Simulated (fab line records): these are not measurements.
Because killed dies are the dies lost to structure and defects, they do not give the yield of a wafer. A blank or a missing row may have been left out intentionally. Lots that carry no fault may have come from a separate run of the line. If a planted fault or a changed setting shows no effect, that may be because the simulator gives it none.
Which tool is to blame? || flow nand_harc || Sampling: 12 lots, 36 wafers, 6 of 1159 route steps

== WHAT THE GAUGES READ, wafer by wafer ==
NHARC_A_SLIT_OVL_MEAS_10. Usual: overlay_x_nm 0.2 nm, standard deviation 0.88; overlay_y_nm -0.2 nm, standard deviation 0.94.
{"lot": "L918", "measured": "day 14 01:52", "on": "overlay-02", "overlay_x_nm (nm)": "-0.8 -0.1 -0.4", "overlay_y_nm (nm)": "-1.0 -1.0 -0.4", "flag": ""}
{"lot": "L919", "measured": "day 14 23:12", "on": "overlay-01", "overlay_x_nm (nm)": "1.6 1.4 1.7", "overlay_y_nm (nm)": "0.3 -0.4 0.5", "flag": ""}
{"lot": "L921", "measured": "day 14 21:25", "on": "overlay-01", "overlay_x_nm (nm)": "0.9 1.2 1.1", "overlay_y_nm (nm)": "-0.3 -0.2 -0.2", "flag": ""}
{"lot": "L925", "measured": "day 15 07:11", "on": "overlay-02", "overlay_x_nm (nm)": "-1.3 -1.4 -0.8", "overlay_y_nm (nm)": "-1.8 -1.3 -2.2", "flag": ""}
{"lot": "L922", "measured": "day 15 08:55", "on": "overlay-02", "overlay_x_nm (nm)": "1.0 1.3 1.2", "overlay_y_nm (nm)": "-0.5 -0.4 -0.6", "flag": ""}
{"lot": "L923", "measured": "day 15 06:45", "on": "overlay-02", "overlay_x_nm (nm)": "0.1 0.5 0.3", "overlay_y_nm (nm)": "0.3 0.4 0.4", "flag": ""}
{"lot": "L933", "measured": "day 17 14:53", "on": "overlay-01", "overlay_x_nm (nm)": "-0.5 0.3 -0.8", "overlay_y_nm (nm)": "-0.7 -0.9 -1.0", "flag": ""}
{"lot": "L935", "measured": "day 18 00:11", "on": "overlay-02", "overlay_x_nm (nm)": "0.2 0.5 0.7", "overlay_y_nm (nm)": "0.0 -0.4 -0.4", "flag": ""}
{"lot": "L936", "measured": "day 18 20:31", "on": "overlay-01", "overlay_x_nm (nm)": "-0.2 -0.3 -0.2", "overlay_y_nm (nm)": "-1.7 -1.7 -1.6", "flag": ""}
{"lot": "L939", "measured": "day 19 15:08", "on": "overlay-01", "overlay_x_nm (nm)": "0.1 0.1 -0.2", "overlay_y_nm (nm)": "0.1 0.8 0.3", "flag": ""}
{"lot": "L940", "measured": "day 19 13:49", "on": "overlay-01", "overlay_x_nm (nm)": "-1.1 -0.4 -0.3", "overlay_y_nm (nm)": "-0.8 -0.9 -0.6", "flag": ""}
{"lot": "L941", "measured": "day 20 09:50", "on": "overlay-02", "overlay_x_nm (nm)": "0.3 0.6 0.9", "overlay_y_nm (nm)": "-0.8 -1.3 -0.8", "flag": ""}

NHARC_A_SLIT_INSPECT_11. Usual: raw_defect_count reads 21 (standard deviation 10).
{"lot": "L918", "measured": "day 14 01:55", "on": "defect_inspect-01", "raw_defect_count": "14 16 9", "flag": ""}
{"lot": "L919", "measured": "day 14 23:14", "on": "defect_inspect-01", "raw_defect_count": "23 22 24", "flag": ""}
{"lot": "L921", "measured": "day 14 21:28", "on": "defect_inspect-01", "raw_defect_count": "8 14 12", "flag": ""}
{"lot": "L925", "measured": "day 15 07:14", "on": "defect_inspect-02", "raw_defect_count": "28 27 28", "flag": ""}
{"lot": "L922", "measured": "day 15 08:57", "on": "defect_inspect-02", "raw_defect_count": "638 691 695 641 686 675", "flag": "OFF"}
{"lot": "L923", "measured": "day 15 06:47", "on": "defect_inspect-02", "raw_defect_count": "684 622 662 697 632 666", "flag": "OFF"}
{"lot": "L933", "measured": "day 17 14:55", "on": "defect_inspect-01", "raw_defect_count": "22 11 10", "flag": ""}
{"lot": "L935", "measured": "day 18 00:13", "on": "defect_inspect-02", "raw_defect_count": "17 13 11", "flag": ""}
{"lot": "L936", "measured": "day 18 20:32", "on": "defect_inspect-01", "raw_defect_count": "48 32 45", "flag": ""}
{"lot": "L939", "measured": "day 19 15:10", "on": "defect_inspect-01", "raw_defect_count": "45 28 40", "flag": ""}
{"lot": "L940", "measured": "day 19 13:50", "on": "defect_inspect-02", "raw_defect_count": "9 14 16", "flag": ""}
{"lot": "L941", "measured": "day 20 09:52", "on": "defect_inspect-02", "raw_defect_count": "7 16 20", "flag": ""}

NHARC_END_SORT_01. Usual: defect_limited_yield 95.4 %, standard deviation 1.5; killed_at_array 28, standard deviation 10; killed_at_other 0.5, standard deviation 0.82; killed_at_periphery 3.4, standard deviation 2.2; killed_dies 31, standard deviation 10; killed_open 3.4, standard deviation 1.9; killed_short 1.9, standard deviation 1.3; sort_bin_2_pct 1.5 %, standard deviation 0.6; sort_bin_3_pct 0.29 %, standard deviation 0.24; sort_bin_4_pct 2.9 %, standard deviation 0.97; sort_n_pass 646, standard deviation 10; sort_rim_yield_pct 94.7 %, standard deviation 3; sort_yield_pct 95.4 %, standard deviation 1.5.
{"lot": "L933", "measured": "day 22 21:35", "on": "prober-01", "defect_limited_yield (%)": "96.8 97.5 97.0", "killed_at_array": "18 16 16", "killed_at_other": "0 0 0", "killed_at_periphery": "4 1 4", "killed_dies": "22 17 20", "killed_open": "6 3 7", "killed_short": "1 3 1", "sort_bin_2_pct (%)": "1.2 1.2 0.7", "sort_bin_3_pct (%)": "0.30 0 0.15", "sort_bin_4_pct (%)": "1.8 1.3 2.1", "sort_n_pass": "655 660 657", "sort_rim_yield_pct (%)": "99.1 97.2 97.2", "sort_yield_pct (%)": "96.8 97.5 97.0", "flag": ""}
{"lot": "L935", "measured": "day 23 19:26", "on": "prober-02", "defect_limited_yield (%)": "94.7 93.4 94.2", "killed_at_array": "34 37 37", "killed_at_other": "0 0 0", "killed_at_periphery": "2 8 2", "killed_dies": "36 45 39", "killed_open": "7 5 4", "killed_short": "1 3 5", "sort_bin_2_pct (%)": "1.9 2.1 1.9", "sort_bin_3_pct (%)": "0.15 0.30 0.30", "sort_bin_4_pct (%)": "3.2 4.3 3.5", "sort_n_pass": "641 632 638", "sort_rim_yield_pct (%)": "91.5 92.5 89.6", "sort_yield_pct (%)": "94.7 93.4 94.2", "flag": ""}
{"lot": "L936", "measured": "day 23 17:34", "on": "prober-01", "defect_limited_yield (%)": "92.3 93.2 92.8", "killed_at_array": "48 44 48", "killed_at_other": "0 0 0", "killed_at_periphery": "4 2 1", "killed_dies": "52 46 49", "killed_open": "3 2 1", "killed_short": "2 1 4", "sort_bin_2_pct (%)": "2.5 2.4 1.9", "sort_bin_3_pct (%)": "0.74 0.30 0.44", "sort_bin_4_pct (%)": "4.4 4.1 4.9", "sort_n_pass": "625 631 628", "sort_rim_yield_pct (%)": "89.6 94.3 90.6", "sort_yield_pct (%)": "92.3 93.2 92.8", "flag": ""}
{"lot": "L939", "measured": "day 24 22:44", "on": "prober-02", "defect_limited_yield (%)": "92.2 94.2 91.0", "killed_at_array": "50 33 57", "killed_at_other": "1 3 2", "killed_at_periphery": "2 3 2", "killed_dies": "53 39 61", "killed_open": "3 2 5", "killed_short": "2 3 1", "sort_bin_2_pct (%)": "2.7 2.1 2.7", "sort_bin_3_pct (%)": "0.74 0 0.89", "sort_bin_4_pct (%)": "4.4 3.7 5.5", "sort_n_pass": "624 638 616", "sort_rim_yield_pct (%)": "91.5 94.3 97.2", "sort_yield_pct (%)": "92.2 94.2 91.0", "flag": ""}

== TOOL THAT RAN EACH LOT (tool first, then ch and the chambers of the sampled wafers, then the start) ==
{"lot": "L918", "NHARC_A_STAIRCASE_CMP_472": "cmp-01 ch 0,3, day 13 13:55", "NHARC_A_SGD_CUT_ETCH_58": "rie_diel-05 ch 0,2,3, day 13 15:23", "NHARC_A_SLIT_DEP_00": "acl_dep-03 ch 0, day 14 00:06"}
{"lot": "L919", "NHARC_A_STAIRCASE_CMP_472": "cmp-01 ch 1,2, day 14 10:19", "NHARC_A_SGD_CUT_ETCH_58": "rie_diel-05 ch 1,2, day 14 11:47", "NHARC_A_SLIT_DEP_00": "acl_dep-02 ch 0, day 14 20:22"}
{"lot": "L921", "NHARC_A_STAIRCASE_CMP_472": "cmp-02 ch 0,1,3, day 14 10:21", "NHARC_A_SGD_CUT_ETCH_58": "rie_diel-04 ch 1,2,3, day 14 11:47", "NHARC_A_SLIT_DEP_00": "acl_dep-03 ch 0, day 14 18:50"}
{"lot": "L925", "NHARC_A_STAIRCASE_CMP_472": "cmp-04 ch 0,1,2, day 14 20:01", "NHARC_A_SGD_CUT_ETCH_58": "rie_diel-05 ch 0,1,2, day 14 21:27", "NHARC_A_SLIT_DEP_00": "acl_dep-01 ch 0, day 15 04:28"}
{"lot": "L922", "NHARC_A_STAIRCASE_CMP_472": "cmp-04 ch 0,3, day 14 20:29", "NHARC_A_SGD_CUT_ETCH_58": "rie_diel-04 ch 1,2, day 14 21:53", "NHARC_A_SLIT_DEP_00": "acl_dep-03 ch 0, day 15 06:54"}
{"lot": "L923", "NHARC_A_STAIRCASE_CMP_472": "cmp-01 ch 2,3, day 14 20:52", "NHARC_A_SGD_CUT_ETCH_58": "rie_diel-08 ch 1,2,3, day 14 22:17", "NHARC_A_SLIT_DEP_00": "acl_dep-03 ch 0, day 15 04:01"}
{"lot": "L933", "NHARC_A_STAIRCASE_CMP_472": "cmp-01 ch 0,1, day 17 04:46", "NHARC_A_SGD_CUT_ETCH_58": "rie_diel-05 ch 2,3, day 17 06:10", "NHARC_A_SLIT_DEP_00": "acl_dep-01 ch 0, day 17 13:07"}
{"lot": "L935", "NHARC_A_STAIRCASE_CMP_472": "cmp-02 ch 0,2,3, day 17 12:59", "NHARC_A_SGD_CUT_ETCH_58": "rie_diel-08 ch 0,1,2, day 17 14:22", "NHARC_A_SLIT_DEP_00": "acl_dep-02 ch 0, day 17 21:16"}
{"lot": "L936", "NHARC_A_STAIRCASE_CMP_472": "cmp-04 ch 1,2,3, day 18 08:42", "NHARC_A_SGD_CUT_ETCH_58": "rie_diel-04 ch 0,1,3, day 18 09:56", "NHARC_A_SLIT_DEP_00": "acl_dep-02 ch 0, day 18 17:32"}
{"lot": "L939", "NHARC_A_STAIRCASE_CMP_472": "cmp-01 ch 1,2,3, day 19 02:57", "NHARC_A_SGD_CUT_ETCH_58": "rie_diel-05 ch 1,2,3, day 19 04:20", "NHARC_A_SLIT_DEP_00": "acl_dep-02 ch 0, day 19 13:02"}
{"lot": "L940", "NHARC_A_STAIRCASE_CMP_472": "cmp-04 ch 0,1,2, day 19 03:10", "NHARC_A_SGD_CUT_ETCH_58": "rie_diel-04 ch 0,1,3, day 19 04:32", "NHARC_A_SLIT_DEP_00": "acl_dep-03 ch 0, day 19 11:11"}
{"lot": "L941", "NHARC_A_STAIRCASE_CMP_472": "cmp-01 ch 0,2,3, day 19 21:56", "NHARC_A_SGD_CUT_ETCH_58": "rie_diel-05 ch 0,1,2, day 19 23:20", "NHARC_A_SLIT_DEP_00": "acl_dep-01 ch 0, day 20 07:14"}
- NHARC_A_STAIRCASE_CMP_472: polishes SiO2.
- NHARC_A_SGD_CUT_ETCH_58: etches the open film in CF4, target depth 39 nm, time 65 s.
- NHARC_A_SLIT_DEP_00: deposits aC, target thk 3200 nm.

== WHAT THE TOOLS THEMSELVES READ (means of the sampled wafers that have a number; where no wafer has one, the mark that the record gives instead) ==
NHARC_A_STAIRCASE_CMP_472. Usual: motor_current_A reads 12.4 A (standard deviation 1.3).
{"lot": "L918", "tool": "cmp-01", "motor_current_A (A)": 11.9, "flag": ""}
{"lot": "L919", "tool": "cmp-01", "motor_current_A (A)": 12.1, "flag": ""}
{"lot": "L921", "tool": "cmp-02", "motor_current_A (A)": 12.3, "flag": ""}
{"lot": "L925", "tool": "cmp-04", "motor_current_A (A)": 12.7, "flag": ""}
{"lot": "L922", "tool": "cmp-04", "motor_current_A (A)": 12.4, "flag": ""}
{"lot": "L923", "tool": "cmp-01", "motor_current_A (A)": 11.6, "flag": ""}
{"lot": "L933", "tool": "cmp-01", "motor_current_A (A)": 13.8, "flag": ""}
{"lot": "L935", "tool": "cmp-02", "motor_current_A (A)": 12.5, "flag": ""}
{"lot": "L936", "tool": "cmp-04", "motor_current_A (A)": 13.5, "flag": ""}
{"lot": "L939", "tool": "cmp-01", "motor_current_A (A)": 11.7, "flag": ""}
{"lot": "L940", "tool": "cmp-04", "motor_current_A (A)": 12.8, "flag": ""}
{"lot": "L941", "tool": "cmp-01", "motor_current_A (A)": 12.5, "flag": ""}

NHARC_A_SGD_CUT_ETCH_58. Usual: drypump_motor_current_A 5.5 A, standard deviation 0.57; oes_product_au 1.000 a.u., standard deviation 0.0096; rf_vpp_V 151.0 V, standard deviation 1.3; showerhead_plenum_p_Torr 1.76 Torr, standard deviation 0.079; throttle_valve_pct 13.284 %, standard deviation 0.0099.
{"lot": "L918", "tool": "rie_diel-05", "drypump_motor_current_A (A)": 5.1, "oes_product_au (a.u.)": 1.003, "rf_vpp_V (V)": 152.2, "showerhead_plenum_p_Torr (Torr)": 1.80, "throttle_valve_pct (%)": 13.290, "flag": ""}
{"lot": "L919", "tool": "rie_diel-05", "drypump_motor_current_A (A)": 5.0, "oes_product_au (a.u.)": 1.004, "rf_vpp_V (V)": 152.0, "showerhead_plenum_p_Torr (Torr)": 1.81, "throttle_valve_pct (%)": 13.277, "flag": ""}
{"lot": "L921", "tool": "rie_diel-04", "drypump_motor_current_A (A)": 5.9, "oes_product_au (a.u.)": 1.000, "rf_vpp_V (V)": 151.2, "showerhead_plenum_p_Torr (Torr)": 1.73, "throttle_valve_pct (%)": 13.288, "flag": ""}
{"lot": "L925", "tool": "rie_diel-05", "drypump_motor_current_A (A)": 4.9, "oes_product_au (a.u.)": 1.008, "rf_vpp_V (V)": 151.6, "showerhead_plenum_p_Torr (Torr)": 1.74, "throttle_valve_pct (%)": 13.287, "flag": ""}
{"lot": "L922", "tool": "rie_diel-04", "drypump_motor_current_A (A)": 5.5, "oes_product_au (a.u.)": 1.001, "rf_vpp_V (V)": 150.3, "showerhead_plenum_p_Torr (Torr)": 1.77, "throttle_valve_pct (%)": 13.278, "flag": ""}
{"lot": "L923", "tool": "rie_diel-08", "drypump_motor_current_A (A)": 5.7, "oes_product_au (a.u.)": 0.993, "rf_vpp_V (V)": 151.3, "showerhead_plenum_p_Torr (Torr)": 1.82, "throttle_valve_pct (%)": 13.281, "flag": ""}
{"lot": "L933", "tool": "rie_diel-05", "drypump_motor_current_A (A)": 5.2, "oes_product_au (a.u.)": 1.017, "rf_vpp_V (V)": 152.4, "showerhead_plenum_p_Torr (Torr)": 1.87, "throttle_valve_pct (%)": 13.273, "flag": ""}
{"lot": "L935", "tool": "rie_diel-08", "drypump_motor_current_A (A)": 5.8, "oes_product_au (a.u.)": 0.993, "rf_vpp_V (V)": 151.3, "showerhead_plenum_p_Torr (Torr)": 1.79, "throttle_valve_pct (%)": 13.285, "flag": ""}
{"lot": "L936", "tool": "rie_diel-04", "drypump_motor_current_A (A)": 6.1, "oes_product_au (a.u.)": 1.001, "rf_vpp_V (V)": 150.0, "showerhead_plenum_p_Torr (Torr)": 1.69, "throttle_valve_pct (%)": 13.288, "flag": ""}
{"lot": "L939", "tool": "rie_diel-05", "drypump_motor_current_A (A)": 5.0, "oes_product_au (a.u.)": 1.008, "rf_vpp_V (V)": 150.9, "showerhead_plenum_p_Torr (Torr)": 1.79, "throttle_valve_pct (%)": 13.278, "flag": ""}
{"lot": "L940", "tool": "rie_diel-04", "drypump_motor_current_A (A)": 6.0, "oes_product_au (a.u.)": 0.998, "rf_vpp_V (V)": 149.2, "showerhead_plenum_p_Torr (Torr)": 1.69, "throttle_valve_pct (%)": 13.276, "flag": ""}
{"lot": "L941", "tool": "rie_diel-05", "drypump_motor_current_A (A)": 4.9, "oes_product_au (a.u.)": 1.008, "rf_vpp_V (V)": 150.8, "showerhead_plenum_p_Torr (Torr)": 1.74, "throttle_valve_pct (%)": 13.277, "flag": ""}

NHARC_A_SLIT_DEP_00. Usual: throttle_valve_pct reads 35.001 % (standard deviation 0.0093).
{"lot": "L918", "tool": "acl_dep-03", "throttle_valve_pct (%)": 35.002, "flag": ""}
{"lot": "L919", "tool": "acl_dep-02", "throttle_valve_pct (%)": 35.007, "flag": ""}
{"lot": "L921", "tool": "acl_dep-03", "throttle_valve_pct (%)": 35.009, "flag": ""}
{"lot": "L925", "tool": "acl_dep-01", "throttle_valve_pct (%)": 35.015, "flag": ""}
{"lot": "L922", "tool": "acl_dep-03", "throttle_valve_pct (%)": 35.003, "flag": ""}
{"lot": "L923", "tool": "acl_dep-03", "throttle_valve_pct (%)": 35.000, "flag": ""}
{"lot": "L933", "tool": "acl_dep-01", "throttle_valve_pct (%)": 35.002, "flag": ""}
{"lot": "L935", "tool": "acl_dep-02", "throttle_valve_pct (%)": 35.000, "flag": ""}
{"lot": "L936", "tool": "acl_dep-02", "throttle_valve_pct (%)": 35.009, "flag": ""}
{"lot": "L939", "tool": "acl_dep-02", "throttle_valve_pct (%)": 34.999, "flag": ""}
{"lot": "L940", "tool": "acl_dep-03", "throttle_valve_pct (%)": 35.002, "flag": ""}
{"lot": "L941", "tool": "acl_dep-01", "throttle_valve_pct (%)": 35.004, "flag": ""}

== THE ANSWER, worked out from the rows above alone ==
Rule: a lot counts as off when the mean over its wafers that have a number is more than 3 standard deviations away from the usual mean. A lot without any number at a reading at which 4 lots or more have one is off too. All remaining lots with rows at the step are treated as sound. After the gauges, taken in route order, come the tools' own readings; for these a lot's mean is taken, as printed above. At the first step where some lot is off, the reading lying furthest off is the one used; lots without a number count as furthest.
Off: L922, L923, at NHARC_A_SLIT_INSPECT_11 (raw_defect_count).
If a tool, at a process step before that reading, ran all the lots that are off and no sound lot after the first of them, it fits. The gauges at NHARC_A_SLIT_INSPECT_11 are tried like those tools. None of those tried fits.

== WHAT HAD BEEN PUT IN BY THE SIMULATOR ==
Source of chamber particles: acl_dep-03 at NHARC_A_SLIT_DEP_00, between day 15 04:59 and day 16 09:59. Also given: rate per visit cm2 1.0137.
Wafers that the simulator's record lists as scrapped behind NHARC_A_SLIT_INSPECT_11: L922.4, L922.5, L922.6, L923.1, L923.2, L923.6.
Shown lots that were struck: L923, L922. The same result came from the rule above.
